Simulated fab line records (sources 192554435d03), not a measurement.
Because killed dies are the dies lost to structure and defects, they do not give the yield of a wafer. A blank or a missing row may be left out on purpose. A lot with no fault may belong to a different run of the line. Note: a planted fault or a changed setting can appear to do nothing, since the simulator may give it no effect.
Matching of chambers    flow n5-finfet    rie-diel-04 running N5_BEOL_M14_DESCUM_33: 4 sister chambers
The step chemistry O2, time 7.9 s. 4 wafers are shown with their chamber, then 9 later ones without.

== WAFERS WITH THEIR CHAMBER ==
wafer   chamber  drypump-motor-current-A (A)
L087.5  1        6.1
L092.1  0        6.4
L092.2  3        6.0
L092.3  2        6.1

== WAFERS MISSING THEIR CHAMBER ==
wafer   drypump-motor-current-A (A)
L092.4  6.1
L092.5  6.1
L092.6  6.2
L095.2  6.0
L095.5  6.1
L095.6  6.0
L097.2  6.4
L097.4  6.1
L097.6  6.4

== CHAMBER TAKEN BY EACH ==
wafer   from the rows above      in truth
L092.4  can't be placed: 1 or 2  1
L092.5  can't be placed: 1 or 2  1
L092.6  can't be placed: 1 or 2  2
L095.2  3                        3
L095.5  can't be placed: 1 or 2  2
L095.6  3                        3
L097.2  0                        0
L097.4  can't be placed: 1 or 2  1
L097.6  0                        0
Placed correctly: 4 of 9. These rows do not allow placing 5 (true chamber among the candidates in 5). Placed wrongly: 0.
How it was worked out, from the rows above alone: a wafer's distance from a chamber is the root of the sum, over the readings, of the square of ((its reading less the chamber's mean) divided by the reading's scatter). If the next closest chamber is less than 2 further off than the closest, the wafer can't be placed; otherwise it belongs to the closest. The mean given for a chamber averages the wafers shown for that chamber. The scatter (one wafer shown for each chamber): square how far every hidden wafer sits from the nearest shown wafer, average those squares and take the square root.
